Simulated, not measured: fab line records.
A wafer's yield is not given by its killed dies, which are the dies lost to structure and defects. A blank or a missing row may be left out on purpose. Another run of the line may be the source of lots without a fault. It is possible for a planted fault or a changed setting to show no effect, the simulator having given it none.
Lot-split experiment :: flow n5_finfet :: route with 1938 steps; 7 lots, 21 wafers read

THE SPLIT ITSELF
At N5_BEOL_M5_COAT_74 (time 60 s, resist thk 5 nm), the setting spin_rpm was moved away from the recipe's 1500 rpm on 3 of the 21 wafers read, by -9.6% to +4.9%. This setting was run at the recipe's value on the other wafers.

FROM THE SPLIT TO THE READING: what the file shows between them, 3 steps
- N5_BEOL_M5_COAT_22: resist thk 30 nm
- N5_BEOL_M5_EBR_24
- N5_BEOL_M5_DESCUM_33: chemistry O2, time 7 s

THE READING
etch.depth_nm (the simulator's own value, which no gauge read), in nm, at N5_BEOL_M5_ETCH_75 (etches underlayer in N2/H2, target depth 6.5 nm, time 5.2 s). No usual value for it is given in the file. The 18 wafers here that ran the recipe average 4.995 nm, standard deviation 0.012 nm.

wafer: L075.1
tool, chamber at the split: litho_track-01, 0
spin_rpm as run, rpm: 1500
against the recipe: recipe
etch.depth_nm, nm: 4.992
against lot-mates on the recipe: -

wafer: L075.2
tool, chamber at the split: litho_track-01, 0
spin_rpm as run, rpm: 1500
against the recipe: recipe
etch.depth_nm, nm: 5.001
against lot-mates on the recipe: -

wafer: L075.5
tool, chamber at the split: litho_track-01, 0
spin_rpm as run, rpm: 1500
against the recipe: recipe
etch.depth_nm, nm: 5.005
against lot-mates on the recipe: -

wafer: L082.1
tool, chamber at the split: litho_track-01, 0
spin_rpm as run, rpm: 1500
against the recipe: recipe
etch.depth_nm, nm: 5.002
against lot-mates on the recipe: -

wafer: L082.2
tool, chamber at the split: litho_track-01, 0
spin_rpm as run, rpm: 1500
against the recipe: recipe
etch.depth_nm, nm: 4.992
against lot-mates on the recipe: -

wafer: L082.4
tool, chamber at the split: litho_track-01, 0
spin_rpm as run, rpm: 1500
against the recipe: recipe
etch.depth_nm, nm: 5.003
against lot-mates on the recipe: -

wafer: L087.3
tool, chamber at the split: litho_track-05, 0
spin_rpm as run, rpm: 1500
against the recipe: recipe
etch.depth_nm, nm: 4.981
against lot-mates on the recipe: -

wafer: L087.5
tool, chamber at the split: litho_track-05, 0
spin_rpm as run, rpm: 1500
against the recipe: recipe
etch.depth_nm, nm: 4.976
against lot-mates on the recipe: -

wafer: L087.6
tool, chamber at the split: litho_track-05, 0
spin_rpm as run, rpm: 1500
against the recipe: recipe
etch.depth_nm, nm: 4.988
against lot-mates on the recipe: -

wafer: L090.4
tool, chamber at the split: litho_track-01, 0
spin_rpm as run, rpm: 1500
against the recipe: recipe
etch.depth_nm, nm: 4.988
against lot-mates on the recipe: -

wafer: L090.5
tool, chamber at the split: litho_track-01, 0
spin_rpm as run, rpm: 1500
against the recipe: recipe
etch.depth_nm, nm: 4.982
against lot-mates on the recipe: -

wafer: L090.6
tool, chamber at the split: litho_track-01, 0
spin_rpm as run, rpm: 1500
against the recipe: recipe
etch.depth_nm, nm: 4.987
against lot-mates on the recipe: -

wafer: L091.3
tool, chamber at the split: litho_track-03, 0
spin_rpm as run, rpm: 1436
against the recipe: -4.3%
etch.depth_nm, nm: 5.127
against lot-mates on the recipe: +0.117

wafer: L091.4
tool, chamber at the split: litho_track-03, 0
spin_rpm as run, rpm: 1500
against the recipe: recipe
etch.depth_nm, nm: 5.007
against lot-mates on the recipe: -

wafer: L091.5
tool, chamber at the split: litho_track-03, 0
spin_rpm as run, rpm: 1500
against the recipe: recipe
etch.depth_nm, nm: 5.013
against lot-mates on the recipe: -

wafer: L092.1
tool, chamber at the split: litho_track-05, 0
spin_rpm as run, rpm: 1500
against the recipe: recipe
etch.depth_nm, nm: 5.003
against lot-mates on the recipe: -

wafer: L092.4
tool, chamber at the split: litho_track-05, 0
spin_rpm as run, rpm: 1356
against the recipe: -9.6%
etch.depth_nm, nm: 5.26
against lot-mates on the recipe: +0.272

wafer: L092.5
tool, chamber at the split: litho_track-05, 0
spin_rpm as run, rpm: 1500
against the recipe: recipe
etch.depth_nm, nm: 4.972
against lot-mates on the recipe: -

wafer: L097.3
tool, chamber at the split: litho_track-01, 0
spin_rpm as run, rpm: 1500
against the recipe: recipe
etch.depth_nm, nm: 5.008
against lot-mates on the recipe: -

wafer: L097.4
tool, chamber at the split: litho_track-01, 0
spin_rpm as run, rpm: 1500
against the recipe: recipe
etch.depth_nm, nm: 5.011
against lot-mates on the recipe: -

wafer: L097.5
tool, chamber at the split: litho_track-01, 0
spin_rpm as run, rpm: 1574
against the recipe: +4.9%
etch.depth_nm, nm: 4.883
against lot-mates on the recipe: -0.127

THE FIT
A straight line over all 21 wafers: etch.depth_nm changes by -0.027 nm for each +1% of spin_rpm; r = -0.98; the points scatter about the line by 0.013 nm.
The same after taking each lot's own level away (the mean of its wafers on the recipe; 21 wafers): -0.0277 nm for each +1%; r = -1.00; scatter 0.0069 nm.
The reading moves by 0.27 nm for the largest change in spin_rpm, on that fit.
The lots' own levels span 4.9817 to 5.0100 nm, that is 2.3 times the standard deviation above.
The two slopes agree, so the slope changes little with the lot-to-lot level.
Check: with one of the wafers moved furthest among these (-9.6%) left out of the fit, the line predicts +0.254 nm for it against its lot-mates. It came out at +0.272 nm against them.

ADDITIONAL SPLITS CARRIED BY THESE WAFERS
Note: prior to the reading, these wafers also went through further splits. Each is held against what the fit with the lots' levels taken away leaves over:
other split on the same wafers: N5_BEOL_M0_CUTY_EXPOSE_54 dose_mj
wafers away from the commonest value: 7
r with etch.depth_nm (lot level and that fit taken away): +0.36

other split on the same wafers: N5_BEOL_M0_ETCH_138 source_w
wafers away from the commonest value: 6
r with etch.depth_nm (lot level and that fit taken away): -0.30

other split on the same wafers: N5_BEOL_M1_ETCH_64 source_w
wafers away from the commonest value: 7
r with etch.depth_nm (lot level and that fit taken away): +0.44

other split on the same wafers: N5_BEOL_M3_VIA_ETCH_34 time_s
wafers away from the commonest value: 6
r with etch.depth_nm (lot level and that fit taken away): +0.00

other split on the same wafers: N5_BEOL_M3_ETCH_41 target_depth_a
wafers away from the commonest value: 7
r with etch.depth_nm (lot level and that fit taken away): +0.00

other split on the same wafers: N5_BEOL_M5_ETCH_72 bias_w
wafers away from the commonest value: 8
r with etch.depth_nm (lot level and that fit taken away): +0.14

THE FILE'S OWN FIT
etch.depth_nm changes by -0.0277 nm for each +1% of spin_rpm, r = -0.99.
